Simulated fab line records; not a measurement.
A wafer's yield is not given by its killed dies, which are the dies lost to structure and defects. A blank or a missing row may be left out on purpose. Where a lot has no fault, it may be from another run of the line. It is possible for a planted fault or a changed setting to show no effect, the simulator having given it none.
Comparing a struck lot with a sound one | flow nand_harc | 15 out of 1159 route steps
Sound: the wafers L908.3, L908.4, L908.5. Struck: wafers L918.2, L918.4, L918.5. The cause comes at the end.
At each step with rows: each side's tool, then ch and its chambers, then its first start. Under that, the readings that differ: sound wafers | struck wafers | difference of the means | sigmas: that difference in standard deviations of wafers without a fault.
alike: a reading whose means differ by less than 2 such deviations, as well as words and numbers matching on both sides. not compared: withheld readings; readings where some wafer has no value; bounds like >300 that might hide an equal value; numbers whose values overlap and for which the record gives no deviation.
The two part at a step that has a row with sigmas, a row that says differs or no value, or rows on one side only. Numbers that don't overlap but have no deviation are shown without sigmas and don't part them. A reading that every wafer of one side lacks parts them only if that side has two wafers or more.

first, 1 step without rows for these wafers: NHARC_P_ZERO_WELL_HARDBAKE_53 (time 80 s).
NHARC_P_ZERO_WELL_DESCUM_54: chemistry O2, time 3 s.
  sound on rie_diel-05 ch 1,3, day 2 06:19; struck on rie_diel-12 ch 0,1,2, day 4 17:47
  alike: chamber_pressure_mTorr, drypump_motor_current_A, mfc_ar_sccm, oes_product_au, rf_vpp_V, showerhead_plenum_p_Torr, throttle_valve_pct
  not compared: rf_hours_counter_h
then, 5 steps without rows for these wafers: NHARC_P_ZERO_WELL_IMPLANT_55; NHARC_P_ZERO_WELL_IMPLANT_61; NHARC_P_ZERO_WELL_STRIP_56 (strips in SPM, time 840 s); NHARC_P_ZERO_WELL_PRECLEAN_68 (cleans in SC1, time 60 s); NHARC_P_ZERO_WELL_SRD_69.
NHARC_P_ZERO_WELL_RTA_42: time 300 s.
  sound on rtp_anneal-02 ch 0, day 2 07:31; struck on rtp_anneal-01 ch 0, day 4 18:51
  alike: lamp_power_pct, lamp_zone_4_pct, wafer_temp_C_max
NHARC_P_ZERO_WELL_INSPECT_43:
  sound: defect_inspect-01 at day 2 07:59; struck: defect_inspect-01 at day 4 19:25
  alike: raw_defect_count
then, 3 steps without rows for these wafers: NHARC_P_STI_ETCH_26 (etches SiO2 in dHF, target depth 11 nm); NHARC_P_STI_PRECLEAN_27 (cleans in SC1); NHARC_P_STI_SRD_28.
NHARC_P_STI_OXIDE_29: material SiO2, target thk 10 nm, ox time 1362 s.
  sound on furnace-04 ch 0, day 2 08:18; struck on furnace-05 ch 0, day 5 01:48
then, 2 steps without rows for these wafers: NHARC_P_STI_HM_DEP_30 (deposits Si3N4, target thk 80 nm, time 873 s); NHARC_END_SORT_01.

## WHERE THEY PART
Nowhere in this record.

WHY: what the simulator had put in
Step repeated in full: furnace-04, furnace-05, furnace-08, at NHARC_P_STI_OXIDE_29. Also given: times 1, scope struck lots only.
